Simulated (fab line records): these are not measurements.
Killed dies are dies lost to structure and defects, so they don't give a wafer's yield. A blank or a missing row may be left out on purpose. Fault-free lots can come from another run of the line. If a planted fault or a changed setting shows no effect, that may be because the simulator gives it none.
Which tool did it? -- flow nand-harc -- 12 lots with 36 wafers sampled at 2 steps, on a route of 1159 steps

## WHAT THE GAUGES READ, wafer by wafer
NHARC_A_SGD_CUT_CD_MEAS_09: the cd target is 100 nm.
lot,measured,on,cd-nm (nm)
L075,day 14 01:08,cd-sem-01,99.5 99.7 99.2
L078,day 14 17:05,cd-sem-02,100.6 101.4 101.8
L081,day 15 03:20,cd-sem-01,101.0 100.2 100.5
L080,day 15 04:14,cd-sem-03,100.4 100.1 99.6
L083,day 15 22:21,cd-sem-02,99.2 100.5 99.4
L085,day 16 09:06,cd-sem-01,100.1 101.1 100.0
L087,day 16 19:26,cd-sem-03,100.5 100.0 100.9
L090,day 17 15:32,cd-sem-01,100.4 99.7 101.2
L091,day 17 20:43,cd-sem-02,99.7 98.7 99.9
L092,day 18 12:20,cd-sem-02,99.1 99.3 99.5
L096,day 19 04:20,cd-sem-03,100.2 98.9 99.9
L095,day 19 16:13,cd-sem-03,99.4 98.9 99.1

## TOOL THAT RAN EACH LOT (tool first, then ch and the chambers of the sampled wafers, then the start)
lot,NHARC_A_STAIRCASE_ETCH_444
L075,"rie-diel-11 ch 2,3, day 13 19:28"
L078,"rie-diel-05 ch 0,2,3, day 14 11:22"
L081,"rie-diel-05 ch 0,2,3, day 14 21:28"
L080,"rie-diel-12 ch 0,1,3, day 14 22:29"
L083,"rie-diel-11 ch 0,1,2, day 15 17:08"
L085,"rie-diel-11 ch 0,1,3, day 16 03:31"
L087,"rie-diel-05 ch 1,3, day 16 13:12"
L090,"rie-diel-12 ch 1,2,3, day 17 10:16"
L091,"rie-diel-11 ch 0,1,3, day 17 15:17"
L092,"rie-diel-05 ch 0,1,3, day 18 06:30"
L096,"rie-diel-12 ch 0,1, day 18 22:41"
L095,"rie-diel-11 ch 0,2, day 19 10:44"
- NHARC_A_STAIRCASE_ETCH_444: etches the open film in C4F8/O2, target depth 10200 nm, time 3400 s.

## THE ANSWER, worked out from the rows above alone
Rule: the usual values come from the lots themselves. The widest of any qualifying gaps counts: lots, ordered by their means at a reading, are off when they make up no more than a third of the lots, leave a main group of 4 or more, and stand apart from it by 3 or more times the standard deviation of that group's means. Not used: any main group whose means are identical at the precision the tables above print for the reading. A lot without any number at a reading at which 4 lots or more have one is off too. Any other lot the step has rows for is counted as sound.
Nothing can be told from this: no lot is off at any reading shown.

## WHAT HAD BEEN PUT IN BY THE SIMULATOR
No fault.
